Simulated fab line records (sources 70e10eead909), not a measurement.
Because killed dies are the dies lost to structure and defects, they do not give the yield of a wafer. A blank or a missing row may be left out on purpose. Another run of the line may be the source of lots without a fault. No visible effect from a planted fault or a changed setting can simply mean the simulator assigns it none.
Struck lot and sound lot, side by side + flow nand_harc + 23 steps out of a route of 1159
Sound: the wafers L975.2, L975.3, L975.4. Struck: wafers L982.2, L982.3, L982.6. Last of all comes the cause.
At each step with rows: each side's tool, then ch and its chambers, then its first start. Under that, the readings that differ: sound wafers + struck wafers + difference of the means + sigmas: that difference in standard deviations of wafers without a fault.
alike: readings with means less than 2 such deviations apart, plus words and numbers identical on both sides. not compared: withheld readings, readings lacking a value on some wafer, bounds such as >300 that could conceal the same value, and numbers that have no deviation in the record and whose values overlap.
The two part at a step that has a row with sigmas, a row that says differs or no value, or rows on one side only. When numbers do not overlap yet have no deviation, they are printed without sigmas and do not part them. Lack of a reading on every wafer of one side parts them only where that side has two or more wafers.

NHARC_P_CONTACT_DEP_00: deposits SiO2, target thk 500 nm.
  sound on pecvd-03 ch 0,2; struck on pecvd-03 ch 0,1
  alike: heater_power_w, throttle_valve_pct
NHARC_P_CONTACT_CMP_01: polishes SiO2, target thk 200 nm.
  sound on cmp-01 ch 0,1,2, day 7 19:50; struck on cmp-04 ch 1,2,3, day 9 21:31
  alike: motor_current_A
then, 9 steps without rows for these wafers: NHARC_P_CONTACT_SRD_03; NHARC_P_CONTACT_DEHYDRATE_04 (time 120 s); NHARC_P_CONTACT_HMDS_05 (time 30 s); NHARC_P_CONTACT_COAT_33 (time 75 s); NHARC_P_CONTACT_COAT_34 (time 65 s); NHARC_P_CONTACT_COAT_06 (resist thk 90 nm); NHARC_P_CONTACT_SOFTBAKE_07 (time 55 s); NHARC_P_CONTACT_EBR_08; NHARC_P_CONTACT_EXPOSE_09 (exposes mask P CA, target cd 90 nm).
NHARC_P_CONTACT_PEB_10: peb time 65 s.
  sound on litho_track-01 ch 0, day 7 20:35; struck on litho_track-01 ch 0, day 9 22:16
  alike: exhaust_pa, heater_power_total_W, plate_temp_C
then, 1 step without rows for these wafers: NHARC_P_CONTACT_DEVELOP_11 (develop time 35 s).
NHARC_P_CONTACT_CD_MEAS_12 targets a cd of 90 nm.
  sound on cd_sem-02 ch 0, day 7 20:41; struck on cd_sem-02 ch 0, day 9 22:20
| reading    | sound          | struck            | difference | sigmas |
|------------|----------------|-------------------|------------|--------|
| cd_nm (nm) | 89.7 90.6 89.4 | 106.6 106.8 106.8 | +16.8      | +27    |
NHARC_P_CONTACT_OVL_MEAS_13:
  sound on overlay-02, day 7 20:46; struck on overlay-01, day 9 22:26
  alike: overlay_x_nm, overlay_y_nm
NHARC_P_CONTACT_INSPECT_14:
  sound on defect_inspect-02, day 7 20:48; struck on defect_inspect-01, day 9 22:28
  alike: raw_defect_count
NHARC_P_CONTACT_DESCUM_17: chemistry O2, time 3 s.
  sound on rie_diel-04 ch 0,1,2, day 7 20:52; struck on rie_diel-10 ch 0,1,3, day 9 22:32
| reading                         | sound             | struck            | difference | sigmas |
|---------------------------------|-------------------|-------------------|------------|--------|
| showerhead_plenum_p_Torr (Torr) | 2.04 1.96 2.02    | 1.86 1.83 1.90    | -0.14      | -2     |
| model.P_CONTACT.cd_nm (nm)      | 90.24 89.86 89.47 | 106.8 107.4 106.8 | +17.1      |        |
  alike: drypump_motor_current_A, mfc_ar_sccm, oes_product_au, rf_vpp_V, throttle_valve_pct
  not compared: rf_hours_counter_h
NHARC_P_CONTACT_ETCH_35: etches the open film in CF4, target depth 39 nm, time 65 s.
  sound on rie_diel-04 ch 1,2,3, day 7 20:56; struck on rie_diel-10 ch 1,2,3, day 9 22:37
| reading      | sound             | struck            | difference | sigmas |
|--------------|-------------------|-------------------|------------|--------|
| rf_vpp_V (V) | 153.7 152.3 153.8 | 149.4 150.9 152.1 | -2.5       | -2     |
  alike: drypump_motor_current_A, mfc_ar_sccm, oes_product_au, showerhead_plenum_p_Torr, throttle_valve_pct
  not compared: rf_hours_counter_h
NHARC_P_CONTACT_ETCH_36: etches the open film in N2/H2, target depth 260 nm, time 406.25 s.
  sound on rie_diel-04 ch 0,1,2; struck on rie_diel-10 ch 0,2
| reading      | sound             | struck            | difference | sigmas |
|--------------|-------------------|-------------------|------------|--------|
| rf_vpp_V (V) | 434.6 430.5 434.4 | 428.4 430.4 426.9 | -4.6       | -2     |
  alike: drypump_motor_current_A, mfc_ar_sccm, oes_product_au, showerhead_plenum_p_Torr, throttle_valve_pct
  not compared: rf_hours_counter_h
NHARC_P_CONTACT_ETCH_18: etches the open film in C4F8/O2/Ar, target depth 481 nm, time 240.5 s.
  sound on rie_diel-04 ch 0,1,3; struck on rie_diel-10 ch 0,3
  alike: oes_product_au, rf_vpp_V
  not compared: rf_hours_counter_h
then, 1 step without rows for these wafers: NHARC_P_CONTACT_STRIP_37 (strips in C4F8/O2/Ar).
NHARC_P_CONTACT_ETCH_31: etches the open film in CH3F/O2, target depth 30 nm, time 85.7 s.
  sound on rie_diel-04 ch 0,1,3; struck on rie_diel-10 ch 0,2
| reading                    | sound             | struck            | difference | sigmas |
|----------------------------|-------------------|-------------------|------------|--------|
| model.P_CONTACT.cd_nm (nm) | 89.93 91.09 89.17 | 106.8 107.9 106.3 | +16.9      |        |
  alike: drypump_motor_current_A, mfc_ar_sccm, oes_product_au, rf_vpp_V, showerhead_plenum_p_Torr, throttle_valve_pct
  not compared: rf_hours_counter_h
NHARC_P_CONTACT_CD_MEAS_19:
  sound on cd_sem-03, day 7 21:44; struck on cd_sem-03, day 9 23:24
| reading    | sound          | struck            | difference | sigmas |
|------------|----------------|-------------------|------------|--------|
| cd_nm (nm) | 89.7 90.9 89.5 | 107.3 108.2 106.4 | +17.3      | +12    |

## WHERE THEY PART
First at NHARC_P_CONTACT_CD_MEAS_12; last, within this record, at NHARC_P_CONTACT_CD_MEAS_19.

WHY: the cause the simulator had injected
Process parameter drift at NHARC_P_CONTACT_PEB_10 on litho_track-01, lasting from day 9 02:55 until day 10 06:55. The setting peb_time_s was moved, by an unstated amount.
